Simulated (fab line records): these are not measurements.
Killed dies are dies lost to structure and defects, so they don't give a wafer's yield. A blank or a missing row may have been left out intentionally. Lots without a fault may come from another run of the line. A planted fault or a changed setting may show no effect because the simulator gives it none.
The same fault as seen by 2 desks -- flow n5Finfet -- each desk holds nothing but its own numbers, with what lay behind them at the end

AT THE TOOL OWNER'S DESK: pvdSputter-01
The tool's own readings at N5_PASSIVATION_SPUTTER_20 (material TaN, target thk 50 nm): means of the sampled wafers that have a number, for each lot that ran on this tool. Any lot whose mean is over 4 standard deviations away from the usual mean is out of limits and marked OUT; that distance is given in the brackets.
Columns: A = throttleValvePct at N5_PASSIVATION_SPUTTER_20, usual 29.8 %
lot,first seen here,A
L280,day 13 00:08,30.1
L285,day 14 23:02,29.6
L286,day 15 05:32,30.5
L297,day 18 20:13,29.8
Result from this desk: across the 4 lots, nothing is out of limits.

METROLOGY DESK
Lot by lot, what the gauges showed, no matter which tool ran the lot: averages of those sampled wafers that carry a number. Any lot whose mean is over 4 standard deviations away from the usual mean is out of limits and marked OUT; that distance is given in the brackets. Shown here are 7 of its 10 readings, the ones lying furthest out on some lot.
Columns: A = DIBL_N at N5_BEOL_M4_RC_MEAS_101, usual 36.0 mV/V; B = DIBL_P at N5_BEOL_M4_RC_MEAS_101, usual 35.6 mV/V; C = IOFF_N at N5_BEOL_M4_RC_MEAS_101, usual 0.15 nA/um; D = IOFF_P at N5_BEOL_M4_RC_MEAS_101, usual 0.19 nA/um; E = ION_P at N5_BEOL_M4_RC_MEAS_101, usual 455 uA/um; F = SS_N at N5_BEOL_M4_RC_MEAS_101, usual 71.5 mV/dec; G = VT_P at N5_BEOL_M4_RC_MEAS_101, usual -253 mV
lot,first seen here,A,B,C,D,E,F,G
L280,day 8 22:11,36.5,35.4,0.15,0.21,459,70.6,-250
L281,day 9 01:53,35.4,34.9,0.12,0.15,447,71.6,-258
L283,day 10 10:39,36.4,35.9,0.17,0.20,458,71.5,-252
L286,day 11 01:13,37.4,38.5,0.18,0.22,461,72.1,-252
L285,day 11 01:40,35.6,35.5,0.15,0.19,449,72.2,-252
L287,day 11 06:08,36.0,34.9,0.13,0.17,452,71.3,-254
L298,day 14 01:58,38.9,38.4,0.19,0.23,462,72.0,-252
L300,day 14 10:26,35.6,35.0,0.14,0.19,454,71.9,-253
L297,day 14 10:49,37.9,36.1,0.16,0.20,461,71.4,-251
L302,day 14 21:43,34.1,35.4,0.13,0.15,445,71.4,-261
Result from this desk: across the 10 lots, nothing is out of limits.

BROUGHT TOGETHER
The tool owner's desk saw nothing out of limits.
Nothing out of limits was seen by the metrology desk.

WHAT THE SIMULATOR PUT IN
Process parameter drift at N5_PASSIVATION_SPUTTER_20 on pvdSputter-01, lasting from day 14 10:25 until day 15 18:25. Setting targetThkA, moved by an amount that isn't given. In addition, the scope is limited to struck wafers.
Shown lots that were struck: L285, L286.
